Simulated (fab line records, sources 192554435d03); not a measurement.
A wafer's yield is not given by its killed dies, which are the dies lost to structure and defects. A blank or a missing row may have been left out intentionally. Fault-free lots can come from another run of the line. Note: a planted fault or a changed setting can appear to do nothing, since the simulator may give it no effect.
Split-lot experiment / flow n5-finfet / 39 wafers read from 7 lots, route of 1938 steps

## SPLIT DETAILS
At N5_BEOL_M7_HM_DEP_02 (deposits TiN, target thk 20 nm), the setting target-thk-a was moved away from the recipe's 200 angstrom on 15 of the 39 wafers read, by -36.8% to +50.7%. All remaining wafers had this setting at the recipe value.

## FROM THE SPLIT TO THE READING: what the file shows between them, 4 steps
- N5_BEOL_M7_COAT_59: time 60 s, resist thk 100 nm
- N5_BEOL_M7_COAT_60: time 60 s, resist thk 35 nm
- N5_BEOL_M7_STRIP_68: strips in N2/H2
- N5_BEOL_M7_STRIP_67: strips in CF4

## THE READING
etch.depth-nm (the simulator's own value, which no gauge read), in nm, at N5_BEOL_M7_HM_OPEN_17 (chemistry Cl2/BCl3, target TiN, target depth 20 nm, overetch 6 nm). There is no usual value for it anywhere in the file. The 24 wafers here that ran the recipe average 20.12 nm, standard deviation 0.31 nm.

wafer=L074.1; tool, chamber at the split=pvd-sputter-01, -; target-thk-a as run, angstrom=200; against the recipe=recipe; etch.depth-nm, nm=20.05; against lot-mates on the recipe=-
wafer=L074.2; tool, chamber at the split=pvd-sputter-01, -; target-thk-a as run, angstrom=200; against the recipe=recipe; etch.depth-nm, nm=19.94; against lot-mates on the recipe=-
wafer=L074.3; tool, chamber at the split=pvd-sputter-01, -; target-thk-a as run, angstrom=277.2; against the recipe=+38.6%; etch.depth-nm, nm=25.26; against lot-mates on the recipe=+5.25
wafer=L074.4; tool, chamber at the split=pvd-sputter-01, -; target-thk-a as run, angstrom=277.2; against the recipe=+38.6%; etch.depth-nm, nm=25.48; against lot-mates on the recipe=+5.47
wafer=L074.5; tool, chamber at the split=pvd-sputter-01, -; target-thk-a as run, angstrom=277.2; against the recipe=+38.6%; etch.depth-nm, nm=25.46; against lot-mates on the recipe=+5.45
wafer=L074.6; tool, chamber at the split=pvd-sputter-01, -; target-thk-a as run, angstrom=200; against the recipe=recipe; etch.depth-nm, nm=20.03; against lot-mates on the recipe=-
wafer=L077.1; tool, chamber at the split=pvd-sputter-02, -; target-thk-a as run, angstrom=200; against the recipe=recipe; etch.depth-nm, nm=20.38; against lot-mates on the recipe=-
wafer=L077.2; tool, chamber at the split=pvd-sputter-02, -; target-thk-a as run, angstrom=200; against the recipe=recipe; etch.depth-nm, nm=20.68; against lot-mates on the recipe=-
wafer=L077.3; tool, chamber at the split=pvd-sputter-02, -; target-thk-a as run, angstrom=200; against the recipe=recipe; etch.depth-nm, nm=20.11; against lot-mates on the recipe=-
wafer=L077.4; tool, chamber at the split=pvd-sputter-02, -; target-thk-a as run, angstrom=200; against the recipe=recipe; etch.depth-nm, nm=20.39; against lot-mates on the recipe=-
wafer=L077.5; tool, chamber at the split=pvd-sputter-02, -; target-thk-a as run, angstrom=200; against the recipe=recipe; etch.depth-nm, nm=20.62; against lot-mates on the recipe=-
wafer=L077.6; tool, chamber at the split=pvd-sputter-02, -; target-thk-a as run, angstrom=200; against the recipe=recipe; etch.depth-nm, nm=20.02; against lot-mates on the recipe=-
wafer=L079.1; tool, chamber at the split=pvd-sputter-02, -; target-thk-a as run, angstrom=200; against the recipe=recipe; etch.depth-nm, nm=19.96; against lot-mates on the recipe=-
wafer=L079.2; tool, chamber at the split=pvd-sputter-02, -; target-thk-a as run, angstrom=200; against the recipe=recipe; etch.depth-nm, nm=19.55; against lot-mates on the recipe=-
wafer=L079.5; tool, chamber at the split=pvd-sputter-02, -; target-thk-a as run, angstrom=200; against the recipe=recipe; etch.depth-nm, nm=19.9; against lot-mates on the recipe=-
wafer=L083.1; tool, chamber at the split=pvd-sputter-01, -; target-thk-a as run, angstrom=200; against the recipe=recipe; etch.depth-nm, nm=19.88; against lot-mates on the recipe=-
wafer=L083.2; tool, chamber at the split=pvd-sputter-01, -; target-thk-a as run, angstrom=270.5; against the recipe=+35.2%; etch.depth-nm, nm=24.82; against lot-mates on the recipe=+4.97
wafer=L083.3; tool, chamber at the split=pvd-sputter-01, -; target-thk-a as run, angstrom=200; against the recipe=recipe; etch.depth-nm, nm=19.73; against lot-mates on the recipe=-
wafer=L083.4; tool, chamber at the split=pvd-sputter-01, -; target-thk-a as run, angstrom=200; against the recipe=recipe; etch.depth-nm, nm=19.94; against lot-mates on the recipe=-
wafer=L083.5; tool, chamber at the split=pvd-sputter-01, -; target-thk-a as run, angstrom=270.5; against the recipe=+35.2%; etch.depth-nm, nm=24.91; against lot-mates on the recipe=+5.06
wafer=L083.6; tool, chamber at the split=pvd-sputter-01, -; target-thk-a as run, angstrom=270.5; against the recipe=+35.2%; etch.depth-nm, nm=26.76; against lot-mates on the recipe=+6.91
wafer=L091.1; tool, chamber at the split=pvd-sputter-02, -; target-thk-a as run, angstrom=148.7; against the recipe=-25.7%; etch.depth-nm, nm=14.67; against lot-mates on the recipe=-5.72
wafer=L091.2; tool, chamber at the split=pvd-sputter-02, -; target-thk-a as run, angstrom=200; against the recipe=recipe; etch.depth-nm, nm=20.24; against lot-mates on the recipe=-
wafer=L091.3; tool, chamber at the split=pvd-sputter-02, -; target-thk-a as run, angstrom=200; against the recipe=recipe; etch.depth-nm, nm=20.5; against lot-mates on the recipe=-
wafer=L091.4; tool, chamber at the split=pvd-sputter-02, -; target-thk-a as run, angstrom=148.7; against the recipe=-25.7%; etch.depth-nm, nm=15.55; against lot-mates on the recipe=-4.84
wafer=L091.5; tool, chamber at the split=pvd-sputter-02, -; target-thk-a as run, angstrom=200; against the recipe=recipe; etch.depth-nm, nm=20.43; against lot-mates on the recipe=-
wafer=L091.6; tool, chamber at the split=pvd-sputter-02, -; target-thk-a as run, angstrom=148.7; against the recipe=-25.7%; etch.depth-nm, nm=14.85; against lot-mates on the recipe=-5.54
wafer=L089.1; tool, chamber at the split=pvd-sputter-02, -; target-thk-a as run, angstrom=126.4; against the recipe=-36.8%; etch.depth-nm, nm=13.14; against lot-mates on the recipe=-6.98
wafer=L089.2; tool, chamber at the split=pvd-sputter-02, -; target-thk-a as run, angstrom=200; against the recipe=recipe; etch.depth-nm, nm=19.69; against lot-mates on the recipe=-
wafer=L089.3; tool, chamber at the split=pvd-sputter-02, -; target-thk-a as run, angstrom=126.4; against the recipe=-36.8%; etch.depth-nm, nm=12.63; against lot-mates on the recipe=-7.49
wafer=L089.4; tool, chamber at the split=pvd-sputter-02, -; target-thk-a as run, angstrom=126.4; against the recipe=-36.8%; etch.depth-nm, nm=12.92; against lot-mates on the recipe=-7.20
wafer=L089.5; tool, chamber at the split=pvd-sputter-02, -; target-thk-a as run, angstrom=200; against the recipe=recipe; etch.depth-nm, nm=20.65; against lot-mates on the recipe=-
wafer=L089.6; tool, chamber at the split=pvd-sputter-02, -; target-thk-a as run, angstrom=200; against the recipe=recipe; etch.depth-nm, nm=20.01; against lot-mates on the recipe=-
wafer=L096.1; tool, chamber at the split=pvd-sputter-02, -; target-thk-a as run, angstrom=301.4; against the recipe=+50.7%; etch.depth-nm, nm=26.39; against lot-mates on the recipe=+6.30
wafer=L096.2; tool, chamber at the split=pvd-sputter-02, -; target-thk-a as run, angstrom=200; against the recipe=recipe; etch.depth-nm, nm=19.72; against lot-mates on the recipe=-
wafer=L096.3; tool, chamber at the split=pvd-sputter-02, -; target-thk-a as run, angstrom=301.4; against the recipe=+50.7%; etch.depth-nm, nm=24.66; against lot-mates on the recipe=+4.57
wafer=L096.4; tool, chamber at the split=pvd-sputter-02, -; target-thk-a as run, angstrom=200; against the recipe=recipe; etch.depth-nm, nm=20.23; against lot-mates on the recipe=-
wafer=L096.5; tool, chamber at the split=pvd-sputter-02, -; target-thk-a as run, angstrom=301.4; against the recipe=+50.7%; etch.depth-nm, nm=26.59; against lot-mates on the recipe=+6.50
wafer=L096.6; tool, chamber at the split=pvd-sputter-02, -; target-thk-a as run, angstrom=200; against the recipe=recipe; etch.depth-nm, nm=20.32; against lot-mates on the recipe=-

FIT RESULTS
A straight line over all 39 wafers: etch.depth-nm changes by +0.151 nm for each +1% of target-thk-a; r = +0.97; the points scatter about the line by 0.83 nm.
The same after taking each lot's own level away (the mean of its wafers on the recipe; 39 wafers): +0.154 nm for each +1%; r = +0.97; scatter 0.85 nm.
The reading moves by 7.8 nm for the largest change in target-thk-a, on that fit.
The lots' own levels span 19.803 to 20.390 nm, that is 1.9 times the standard deviation above.
The two slopes agree, so the slope changes little with the lot-to-lot level.
Check: for one of the wafers moved furthest among these (+50.7%), held out of the fit, the line's prediction against its lot-mates is +7.58 nm. Against them it came out at +6.3 nm.

## OTHER SPLITS APPLIED TO THESE WAFERS
Note: prior to the reading, these wafers also went through further splits. Each is held against what the fit with the lots' levels taken away leaves over:
other split on the same wafers=N5_FIN_SAQP_SPACER1_ALD_24 ald-cycles; wafers away from the commonest value=15; r with etch.depth-nm (lot level and that fit taken away)=+0.23
other split on the same wafers=N5_HKMG_FIN_NWFM_ALD_20 ald-cycles; wafers away from the commonest value=12; r with etch.depth-nm (lot level and that fit taken away)=-0.36
other split on the same wafers=N5_BEOL_M0_SAQP_PECVD_96 time-s; wafers away from the commonest value=12; r with etch.depth-nm (lot level and that fit taken away)=+0.32
other split on the same wafers=N5_BEOL_M4_DEP_57 time-s; wafers away from the commonest value=18; r with etch.depth-nm (lot level and that fit taken away)=+0.24

## THE WHOLE CHAIN: every reading that the file lists as answering this split, in the file's order
step=N5_BEOL_M7_HM_DEP_02; what it does=deposits TiN, target thk 20 nm; reading=TiN_of_BEOL_M7_HM_DEP_02.thk-nm (the simulator's own value, which no gauge read); change (the file's fit)=+0.2 nm for each +1% of the setting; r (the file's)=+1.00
step=N5_BEOL_M7_HM_OPEN_17; what it does=chemistry Cl2/BCl3, target TiN, target depth 20 nm, overetch 6 nm; reading=etch.depth-nm (the simulator's own value, which no gauge read); change (the file's fit)=+0.151 nm for each +1% of the setting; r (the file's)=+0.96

## FILE'S OWN FIT
etch.depth-nm changes by +0.151 nm for each +1% of target-thk-a, r = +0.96.
